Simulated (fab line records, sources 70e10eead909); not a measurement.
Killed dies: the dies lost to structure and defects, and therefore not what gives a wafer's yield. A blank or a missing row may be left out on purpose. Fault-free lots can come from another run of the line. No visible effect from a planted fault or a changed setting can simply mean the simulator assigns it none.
fab line records	flow nand-harc	part 1 of 2: steps 1 to 4 of 6
[record] lots = 24	wafers = 72	last-day = 25
route steps=1159 shown A_STAIRCASE@664
lots that met no fault: from a run of the same line without faults
start-h: the number of hours between the record's first day and the start of the first shown wafer of the lot	wait-h: time in hours since the lot's previous step	" the same as in the row above	L1.1+2: several wafers, shown together as one row	- either no value or no given start	* or withheld: withheld	< > ~ a bound
route shown NAME@n: NAME is a module with steps in the file, n the number in the route of the first one	usual: mean/standard deviation of fault-free wafers	same: alike in all rows	chamber/n: place in a boat	sites: the reading at each site	_std_site: standard deviation across them	_edge_site: inner sites' mean taken away from outer sites' mean	radius-mm: for every site, how far away it sits from the centre of the wafer	mask NAME#n: copy n	behind: tool/chamber where the wafer was last shaped	hold: the reason the lot was held/the length of the hold in hours/how it ended	device: transistor that didn't switch, given as n, p or np	end of line: tests of these same wafers at the route's end	a step with no rows: only its recipe	killed: count of dies lost to structure and defects at first sort (not the wafer's yield)	map: shows each die of a wafer: x if killed, . if not, _ if none is there
set.NAME: the setting the step ran with; set.NAME@STEP: the setting that earlier step ran with	model.NAME: the simulator's own value behind a step, which no gauge read
steps of the route over a sample of lots; a table a step, a row a wafer
services: from which hour (start-h, from the record's first day; less than 0 if before it) a tool's chamber was out of use, for how many hours, and why
[[steps]]
[step NHARC_A_STAIRCASE_DESCUM_291]
[recipe] time-s = 3	o2-flow-sccm = 200	ar-flow-sccm = 0	bias-power-w = 0	chemistry = O2
[usual] drypump-motor-current-A = 5.6/0.5	oes-product-au = 0.998/0.0069	rf-vpp-V = 57.7/0.95	showerhead-plenum-p-Torr = 1.89/0.094	throttle-valve-pct = 11.311/0.0092
lot.wafer	tool	chamber	start-h	wait-h	drypump-motor-current-A	oes-product-au	rf-hours-counter-h	rf-vpp-V	showerhead-plenum-p-Torr	throttle-valve-pct
L074.1	rie-diel-04	1	252.51	-	5.0	0.990	52	58.3	1.90	11.314
L074.4	"	2	"	"	5.4	0.988	45	57.4	1.90	11.314
L074.5	"	0	"	"	5.9	0.990	-	58.1	1.96	11.314
L077.4	rie-diel-08	3	262.29	-	5.5	0.994	54	55.4	1.78	11.311
L077.3	"	0	"	"	5.9	1.003	51	59.1	1.79	11.312
L077.6	"	3	"	"	5.5	0.998	-	57.5	1.78	11.322
L075.4	rie-diel-08	2	268.09	-	5.2	0.992	54	58.5	2.06	11.305
L075.2	"	0	"	"	5.9	0.989	53	58.3	1.79	11.321
L075.6	"	3	"	"	5.5	1.001	-	56.7	1.78	11.314
L076.1	rie-diel-04	2	270.57	-	5.4	0.995	52	57.3	1.90	11.303
L076.2	"	0	"	"	5.9	0.994	57	58.4	1.96	11.311
L076.6	"	1	"	"	5.0	0.999	-	56.7	1.90	11.322
L078.3	rie-diel-04	1	271.91	-	5.0	1.001	60	58.3	1.90	11.306
L078.4	"	1	"	"	5.0	0.990	-	58.3	1.90	11.328
L078.5	"	0	"	"	5.9	0.995	-	57.0	1.96	11.324
L079.3	rie-diel-08	2	280.17	-	5.2	1.010	60	57.4	2.06	11.295
L079.2	"	1	"	"	6.4	1.007	57	58.4	1.85	11.302
L079.5	"	3	"	"	5.5	1.007	-	57.0	1.78	11.318
L080.3	rie-diel-01	0	281.31	-	5.8	0.989	36	57.5	2.00	11.312
L080.1	"	1	"	"	5.5	0.991	52	57.8	1.80	11.306
L080.2	"	2	"	"	4.8	1.002	55	56.3	1.94	11.314
L082.3	rie-diel-01	2	295.89	-	4.8	1.001	60	57.9	1.94	11.311
L082.2	"	3	"	"	5.2	1.006	47	58.0	2.00	11.312
L082.6	"	2	"	"	4.9	1.005	-	58.3	1.94	11.312
L081.4	rie-diel-08	2	297.07	-	5.2	1.005	67	56.7	2.05	11.328
L081.1	"	3	"	"	5.5	1.003	67	57.2	1.78	11.314
L081.6	"	2	"	"	5.2	1.004	-	59.9	2.05	11.294
L084.4	rie-diel-01	3	307.46	-	5.2	0.987	50	57.9	2.00	11.303
L084.1	"	1	"	"	5.5	0.989	61	58.7	1.80	11.291
L084.6	"	3	"	"	5.2	0.996	-	59.0	2.00	11.303
L083.2	rie-diel-04	3	310.31	-	6.7	0.991	1	57.4	1.83	11.307
L083.5	"	3	"	"	6.7	0.994	-	58.3	1.83	11.301
L083.4	"	2	"	"	5.4	1.000	-	57.8	1.90	11.300
L087.4	rie-diel-08	2	333.61	-	5.2	1.008	12	57.6	2.05	11.323
L087.1	"	0	"	"	5.9	0.993	12	57.5	1.78	11.313
L087.5	"	3	"	"	5.5	0.996	-	57.1	1.78	11.321
L086.4	rie-diel-04	0	335.63	-	5.9	1.001	17	57.7	1.95	11.296
L086.2	"	1	"	"	5.0	1.005	12	56.7	1.89	11.310
L086.1	"	2	"	"	5.4	0.999	17	57.5	1.89	11.306
L088.4	rie-diel-08	1	336.88	-	6.4	1.008	13	57.2	1.85	11.299
L088.3	"	2	"	"	5.2	1.002	12	60.3	2.05	11.299
L088.5	"	0	"	"	5.9	0.991	-	57.7	1.78	11.322
L085.1	rie-diel-01	1	337.45	-	5.5	1.001	5	58.2	1.80	11.312
L085.3	"	3	"	"	5.2	1.004	5	59.7	2.00	11.303
L085.6	"	1	"	"	5.5	0.998	-	56.9	1.80	11.301
L089.1	rie-diel-04	1	339.40	-	5.0	1.001	13	58.6	1.89	11.310
L089.4	"	2	"	"	5.4	0.995	18	55.9	1.89	11.317
L089.5	"	3	"	"	6.7	1.002	-	58.1	1.82	11.312
L090.3	rie-diel-04	2	347.62	-	5.4	0.995	22	56.7	1.89	11.325
L090.1	"	0	"	"	5.9	0.986	22	58.2	1.95	11.317
L090.6	"	3	"	"	6.7	0.992	-	57.4	1.82	11.314
L091.2	rie-diel-01	0	352.36	-	5.8	0.994	10	58.0	1.99	11.297
L091.4	"	1	"	"	5.5	0.995	10	55.7	1.80	11.289
L091.6	"	0	"	"	5.8	0.995	-	57.5	1.99	11.305
L092.2	rie-diel-08	3	352.81	-	5.5	0.996	17	57.9	1.77	11.312
L092.3	"	0	"	"	5.9	0.992	19	57.4	1.78	11.311
L092.6	"	3	"	"	5.5	0.991	-	57.4	1.77	11.326
L093.4	rie-diel-08	1	366.21	-	6.4	1.010	21	57.7	1.84	11.321
L093.2	"	2	"	"	5.2	1.011	25	59.1	2.04	11.307
L093.3	"	3	"	"	5.5	0.996	25	56.4	1.77	11.298
L094.4	rie-diel-01	1	370.98	-	5.5	0.988	15	57.2	1.80	11.323
L094.5	"	2	"	"	4.8	0.993	-	57.5	1.93	11.308
L094.6	"	3	"	"	5.2	0.991	-	58.3	1.99	11.313
L095.2	rie-diel-08	3	373.35	-	5.5	1.002	27	56.4	1.77	11.318
L095.5	"	0	"	"	5.9	0.995	-	57.6	1.77	11.312
L095.6	"	1	"	"	6.3	1.010	-	57.5	1.84	11.313
L097.3	rie-diel-01	3	389.03	-	5.2	1.006	20	59.3	1.99	11.299
L097.4	"	0	"	"	5.8	0.994	23	56.9	1.98	11.322
L097.6	"	2	"	"	4.8	1.010	-	56.1	1.93	11.312
L096.4	rie-diel-08	3	397.24	-	5.5	1.001	36	57.8	1.77	11.292
L096.3	"	2	"	"	5.2	1.006	36	59.4	2.04	11.311
L096.5	"	0	"	"	5.9	0.995	-	57.3	1.77	11.304
[step NHARC_A_STAIRCASE_ETCH_292]
[recipe] cf4-flow-sccm = 100	chf3-flow-sccm = 30	ar-flow-sccm = 0	rf-w = 500	bias-w = 200	chemistry = CF4/CHF3
[usual] drypump-motor-current-A = 5.6/0.49	oes-product-au = 0.949/0.022	rf-vpp-V = 370.2/2.6	showerhead-plenum-p-Torr = 1.56/0.071	throttle-valve-pct = 16.801/0.0097
lot.wafer	tool	chamber	start-h	wait-h	drypump-motor-current-A	oes-product-au	rf-hours-counter-h	rf-vpp-V	showerhead-plenum-p-Torr	throttle-valve-pct
L074.4	rie-diel-04	1	252.59	0.1	5.0	0.972	52	370.5	1.56	16.806
L074.1	"	3	"	"	6.7	0.923	47	369.0	1.51	16.805
L074.5	"	0	"	"	5.9	0.966	-	372.3	1.61	16.809
L077.3	rie-diel-08	1	262.46	0.1	6.4	0.915	49	370.0	1.53	16.791
L077.4	"	2	"	"	5.2	0.919	52	374.7	1.69	16.782
L077.6	"	1	"	"	6.4	0.923	-	369.3	1.53	16.810
L075.2	rie-diel-08	1	268.21	0.1	6.4	0.948	52	369.8	1.53	16.794
L075.4	"	2	"	"	5.2	0.943	54	374.7	1.69	16.813
L075.6	"	0	"	"	5.9	0.952	-	367.1	1.48	16.788
L076.2	rie-diel-04	1	270.77	0.2	5.0	0.928	59	370.3	1.56	16.800
L076.1	"	0	"	"	5.9	0.929	57	372.4	1.61	16.797
L076.6	"	1	"	"	5.0	0.925	-	369.8	1.56	16.783
L078.3	rie-diel-04	0	272.81	0.9	5.9	0.918	59	370.8	1.61	16.805
L078.5	"	1	"	"	5.0	0.901	-	370.0	1.56	16.795
L078.4	"	2	"	"	5.4	0.913	-	370.2	1.56	16.801
L079.3	rie-diel-08	0	280.26	0.1	5.9	0.946	58	367.8	1.47	16.798
L079.2	"	2	"	"	5.2	0.936	60	373.7	1.68	16.800
L079.5	"	1	"	"	6.4	0.947	-	368.5	1.53	16.800
L080.1	rie-diel-01	3	281.40	0.1	5.2	0.970	42	373.9	1.64	16.803
L080.3	"	1	"	"	5.5	0.958	52	366.9	1.49	16.814
L080.2	"	2	"	"	4.8	0.985	55	371.8	1.60	16.801
L082.2	rie-diel-01	2	295.97	0.1	4.8	0.921	60	371.6	1.59	16.792
L082.3	"	0	"	"	5.8	0.926	42	373.3	1.64	16.815
L082.6	"	2	"	"	4.8	0.930	-	373.2	1.59	16.806
L081.4	rie-diel-08	1	297.15	0.1	6.4	0.969	63	368.7	1.53	16.786
L081.1	"	2	"	"	5.2	0.957	67	374.5	1.68	16.793
L081.6	"	0	"	"	5.9	0.984	-	367.4	1.47	16.799
L084.4	rie-diel-01	0	307.55	0.1	5.8	0.959	45	373.1	1.64	16.795
L084.1	"	2	"	"	4.8	0.977	63	370.8	1.59	16.802
L084.6	"	1	"	"	5.5	0.968	-	367.4	1.49	16.802
L083.2	rie-diel-04	2	310.42	0.1	5.4	0.959	5	370.6	1.56	16.804
L083.5	"	0	"	"	5.9	0.970	-	371.0	1.61	16.789
L083.4	"	2	"	"	5.4	0.967	-	370.8	1.56	16.798
L087.1	rie-diel-08	3	333.71	0.1	5.5	0.967	11	368.4	1.47	16.804
L087.4	"	0	"	"	5.9	0.974	12	367.2	1.47	16.791
L087.5	"	2	"	"	5.2	0.971	-	374.2	1.68	16.818
L086.2	rie-diel-04	0	335.82	0.2	5.9	0.949	17	372.5	1.60	16.797
L086.1	"	1	"	"	5.0	0.944	12	370.5	1.56	16.805
L086.4	"	2	"	"	5.4	0.946	17	371.9	1.56	16.795
L088.4	rie-diel-08	2	336.96	0.1	5.2	0.925	12	374.2	1.68	16.818
L088.3	"	3	"	"	5.5	0.938	12	368.0	1.47	16.787
L088.5	"	2	"	"	5.2	0.933	-	372.7	1.68	16.804
L085.3	rie-diel-01	3	337.54	0.1	5.2	0.974	5	373.9	1.64	16.808
L085.1	"	0	"	"	5.8	0.950	5	372.3	1.63	16.797
L085.6	"	2	"	"	4.8	0.976	-	370.4	1.59	16.797
L089.1	rie-diel-04	3	339.54	0.1	6.7	0.944	14	368.3	1.50	16.801
L089.4	"	0	"	"	5.9	0.970	19	372.5	1.60	16.820
L089.5	"	2	"	"	5.4	0.951	-	369.8	1.56	16.796
L090.1	rie-diel-04	1	347.71	0.1	5.0	0.929	16	369.4	1.56	16.802
L090.3	"	3	"	"	6.7	0.928	18	369.7	1.50	16.810
L090.6	"	1	"	"	5.0	0.929	-	369.9	1.56	16.793
L091.2	rie-diel-01	1	352.46	0.1	5.5	0.920	10	367.6	1.48	16.773
L091.4	"	3	"	"	5.2	0.925	9	374.2	1.64	16.787
L091.6	"	1	"	"	5.5	0.918	-	367.3	1.48	16.797
L092.3	rie-diel-08	0	352.90	0.1	5.9	0.947	19	365.9	1.47	16.792
L092.2	"	2	"	"	5.2	0.969	18	374.7	1.68	16.813
L092.6	"	0	"	"	5.9	0.951	-	366.3	1.47	16.803
L093.2	rie-diel-08	0	366.29	0.1	5.9	0.917	26	364.6	1.47	16.805
L093.4	"	1	"	"	6.4	0.953	21	369.0	1.52	16.805
L093.3	"	3	"	"	5.5	0.919	25	367.3	1.46	16.793
L094.4	rie-diel-01	1	371.07	0.1	5.5	0.973	15	367.4	1.48	16.798
L094.6	"	2	"	"	4.8	0.962	-	371.5	1.59	16.790
L094.5	"	3	"	"	5.1	0.969	-	372.7	1.64	16.801
L095.2	rie-diel-08	3	373.41	0.1	5.5	0.980	27	365.9	1.46	16.824
L095.6	"	3	"	"	5.5	0.969	-	368.4	1.46	16.802
L095.5	"	0	"	"	5.9	0.952	-	368.4	1.47	16.812
L097.4	rie-diel-01	3	389.11	0.1	5.2	0.987	20	373.2	1.63	16.817
L097.3	"	1	"	"	5.4	0.953	23	367.8	1.48	16.802
L097.6	"	3	"	"	5.2	0.986	-	372.9	1.63	16.805
L096.4	rie-diel-08	2	397.32	0.1	5.2	0.992	36	374.8	1.67	16.807
L096.3	"	3	"	"	5.5	0.964	36	366.2	1.46	16.792
L096.5	"	2	"	"	5.2	0.976	-	374.9	1.67	16.805
[step NHARC_A_STAIRCASE_STRIP_476]
[recipe] time-s = 20	o2-flow-sccm = 500	ar-flow-sccm = 0	bias-w = 0	chemistry = O2
[usual] drypump-motor-current-A = 5.5/0.52	oes-product-au = 0.998/0.0065	rf-vpp-V = 57.8/0.89	showerhead-plenum-p-Torr = 3.51/0.14	throttle-valve-pct = 17.036/0.0086
lot.wafer	tool	chamber	start-h	wait-h	drypump-motor-current-A	oes-product-au	rf-hours-counter-h	rf-vpp-V	showerhead-plenum-p-Torr	throttle-valve-pct
L074.4	rie-diel-08	1	261.77	0.1	6.4	0.988	49	56.7	3.43	17.028
L074.1	"	2	"	"	5.2	0.991	52	60.0	3.78	17.046
L074.5	"	2	"	"	5.2	0.991	-	59.3	3.78	17.034
L077.4	rie-diel-08	1	274.75	0.1	6.4	0.995	55	58.0	3.43	17.036
L077.3	"	3	"	"	5.5	0.993	60	59.2	3.30	17.042
L077.6	"	1	"	"	6.4	0.993	-	58.5	3.43	17.053
L075.2	rie-diel-01	3	280.27	0.1	5.2	1.005	42	57.6	3.68	17.025
L075.4	"	0	"	"	5.8	0.989	36	58.6	3.67	17.025
L075.6	"	1	"	"	5.5	1.001	-	56.9	3.34	17.023
L076.2	rie-diel-01	1	281.75	0.2	5.5	0.988	52	57.5	3.34	17.030
L076.1	"	0	"	"	5.8	0.980	36	58.3	3.67	17.029
L076.6	"	1	"	"	5.5	0.996	-	55.9	3.34	17.033
L078.3	rie-diel-04	1	283.04	0.2	5.0	1.000	65	57.5	3.50	17.033
L078.4	"	1	"	"	5.0	0.996	-	58.4	3.50	17.027
L078.5	"	2	"	"	5.3	0.998	-	58.8	3.50	17.040
L079.3	rie-diel-01	2	290.98	0.2	4.8	0.995	60	57.2	3.58	17.035
L079.2	"	0	"	"	5.8	0.987	41	58.1	3.67	17.044
L079.5	"	2	"	"	4.8	0.992	-	57.7	3.58	17.039
L080.2	rie-diel-01	2	292.80	0.1	4.9	0.993	60	58.2	3.57	17.026
L080.1	"	0	"	"	5.8	0.994	41	57.2	3.67	17.036
L080.3	"	1	"	"	5.5	0.990	57	56.8	3.34	17.035
L082.3	rie-diel-01	1	305.07	0.1	5.5	0.992	60	57.7	3.34	17.038
L082.2	"	2	"	"	4.8	0.998	63	58.1	3.57	17.029
L082.6	"	1	"	"	5.5	0.995	-	56.0	3.34	17.025
L081.1	rie-diel-01	3	309.57	0.1	5.2	1.000	50	58.2	3.67	17.044
L081.4	"	2	"	"	4.8	0.997	64	58.1	3.57	17.048
L081.6	"	0	"	"	5.8	0.978	-	57.6	3.67	17.037
L084.1	rie-diel-08	2	317.47	0.3	5.2	1.009	3	59.6	3.77	17.030
L084.4	"	0	"	"	5.9	0.986	4	56.5	3.30	17.059
L084.6	"	1	"	"	6.4	0.999	-	58.5	3.42	17.053
L083.4	rie-diel-04	0	321.60	0.1	5.9	1.003	11	57.0	3.60	17.042
L083.2	"	3	"	"	6.7	0.998	6	57.4	3.38	17.021
L083.5	"	1	"	"	5.0	1.011	-	57.5	3.49	17.038
L087.4	rie-diel-01	3	343.40	0.1	5.2	0.989	6	58.1	3.67	17.042
L087.1	"	1	"	"	5.4	0.991	8	56.8	3.33	17.029
L087.5	"	2	"	"	4.9	0.997	-	56.5	3.57	17.034
L086.2	rie-diel-04	3	345.06	0.1	6.7	1.002	18	58.3	3.37	17.027
L086.1	"	0	"	"	6.0	0.993	22	58.1	3.59	17.025
L086.4	"	1	"	"	5.0	1.007	16	57.6	3.49	17.038
L088.4	rie-diel-01	2	347.47	0.1	4.8	0.992	8	57.6	3.57	17.039
L088.3	"	0	"	"	5.8	0.996	9	56.8	3.66	17.022
L088.5	"	2	"	"	4.8	1.002	-	59.5	3.57	17.025
L085.3	rie-diel-01	1	348.02	0.1	5.5	0.991	9	57.5	3.33	17.043
L085.1	"	3	"	"	5.2	0.999	8	56.8	3.67	17.033
L085.6	"	0	"	"	5.8	0.994	-	60.3	3.66	17.043
L089.1	rie-diel-08	3	350.46	0.2	5.5	1.006	17	57.6	3.29	17.024
L089.5	"	0	"	"	5.9	0.996	-	56.9	3.29	17.022
L089.4	"	2	"	"	5.2	1.003	-	58.1	3.76	17.036
L090.1	rie-diel-01	0	359.97	0.2	5.8	0.995	13	57.7	3.66	17.043
L090.3	"	3	"	"	5.2	1.000	11	57.2	3.67	17.043
L090.6	"	1	"	"	5.5	1.008	-	57.8	3.33	17.034
L092.3	rie-diel-01	3	364.31	0.1	5.2	1.000	13	58.5	3.67	17.040
L092.2	"	0	"	"	5.8	1.009	15	58.2	3.66	17.032
L092.6	"	2	"	"	4.8	1.003	-	57.9	3.56	17.024
L091.4	rie-diel-04	3	364.99	0.1	6.7	1.005	24	56.6	3.37	17.051
L091.2	"	0	"	"	5.9	1.004	28	57.3	3.59	17.040
L091.6	"	2	"	"	5.4	0.998	-	58.9	3.49	17.036
L093.4	rie-diel-08	3	375.75	0.1	5.5	1.008	27	56.9	3.28	17.013
L093.2	"	0	"	"	5.9	0.992	29	57.0	3.29	17.032
L093.3	"	1	"	"	6.4	1.008	23	57.5	3.41	17.042
L094.4	rie-diel-04	2	384.58	0.1	5.4	0.994	32	57.5	3.48	17.026
L094.5	"	2	"	"	5.4	1.000	-	58.2	3.48	17.034
L094.6	"	3	"	"	6.7	1.001	-	56.8	3.37	17.025
L095.2	rie-diel-04	0	384.93	0.1	5.9	1.006	35	58.2	3.59	17.020
L095.6	"	0	"	"	5.9	1.005	-	57.9	3.59	17.025
L095.5	"	1	"	"	5.0	0.995	-	57.2	3.48	17.032
L097.4	rie-diel-04	1	398.17	0.1	5.0	1.010	33	57.7	3.48	17.033
L097.3	"	3	"	"	6.7	1.001	35	57.0	3.36	17.034
L097.6	"	2	"	"	5.4	1.009	-	58.9	3.48	17.048
L096.4	rie-diel-04	2	406.75	0.2	5.4	0.995	42	56.9	3.48	17.023
L096.3	"	0	"	"	5.9	1.005	44	59.3	3.58	17.033
L096.5	"	2	"	"	5.4	0.993	-	57.6	3.48	17.041
[step NHARC_A_STAIRCASE_DEP_417]
[recipe] target-thk-a = 600	step-coverage-pct = 20	temp-c = 400	target-thk-nm = 60	flow-sccm = 200	rf-w = 450	material = Si3N4
[usual] heater-power-w = 761/150
lot.wafer	tool	chamber	start-h	wait-h	heater-power-w
L074.1	pecvd-04	0	261.88	-	610
L074.5	"	0	"	"	615
L074.4	"	2	"	"	628
L077.3	pecvd-04	2	274.94	-	629
L077.4	"	1	"	"	820
L077.6	"	2	"	"	637
L075.2	pecvd-02	1	280.41	-	636
L075.4	"	0	"	"	624
L075.6	"	1	"	"	652
L076.1	pecvd-02	1	281.85	-	723
L076.2	"	2	"	"	945
L076.6	"	1	"	"	730
L078.3	pecvd-01	0	283.23	-	951
L078.4	"	1	"	"	802
L078.5	"	0	"	"	989
L079.2	pecvd-02	1	291.08	-	728
L079.3	"	0	"	"	683
L079.5	"	1	"	"	710
L080.3	pecvd-04	0	293.14	-	707
L080.2	"	1	"	"	788
L080.1	"	2	"	"	619
L082.3	pecvd-02	1	305.16	-	728
L082.2	"	2	"	"	963
L082.6	"	2	"	"	967
L081.1	pecvd-02	1	309.75	-	724
L081.4	"	0	"	"	603
L081.6	"	1	"	"	723
L084.1	pecvd-04	1	317.80	-	861
L084.6	"	1	"	"	841
L084.4	"	2	"	"	554
L083.2	pecvd-02	0	321.73	-	643
L083.5	"	0	"	"	641
L083.4	"	1	"	"	661
L087.1	pecvd-01	1	343.67	-	735
L087.4	"	1	"	"	743
L087.5	"	2	"	"	475
L086.1	pecvd-01	2	345.19	-	552
L086.2	"	0	"	"	999
L086.4	"	0	"	"	956
L088.3	pecvd-04	2	347.57	-	518
L088.5	"	2	"	"	535
L088.4	"	1	"	"	819
L085.3	pecvd-02	0	348.11	-	738
L085.1	"	2	"	"	870
L085.6	"	2	"	"	874
L089.1	pecvd-01	0	350.60	-	945
L089.5	"	2	"	"	478
L089.4	"	1	"	"	876
L090.1	pecvd-01	2	360.48	-	475
L090.3	"	1	"	"	848
L090.6	"	2	"	"	469
L092.2	pecvd-01	0	364.40	-	962
L092.3	"	1	"	"	882
L092.6	"	1	"	"	861
L091.2	pecvd-01	0	365.15	-	887
L091.4	"	1	"	"	797
L091.6	"	0	"	"	895
L093.3	pecvd-02	0	375.89	-	645
L093.2	"	1	"	"	707
L093.4	"	1	"	"	721
L094.5	pecvd-02	1	384.87	-	732
L094.4	"	2	"	"	1043
L094.6	"	0	"	"	732
L095.2	pecvd-01	1	385.20	-	766
L095.5	"	1	"	"	759
L095.6	"	0	"	"	952
L097.3	pecvd-02	2	398.36	-	992
L097.6	"	0	"	"	658
L097.4	"	1	"	"	711
L096.3	pecvd-02	0	406.93	-	755
L096.4	"	1	"	"	711
L096.5	"	2	"	"	1016
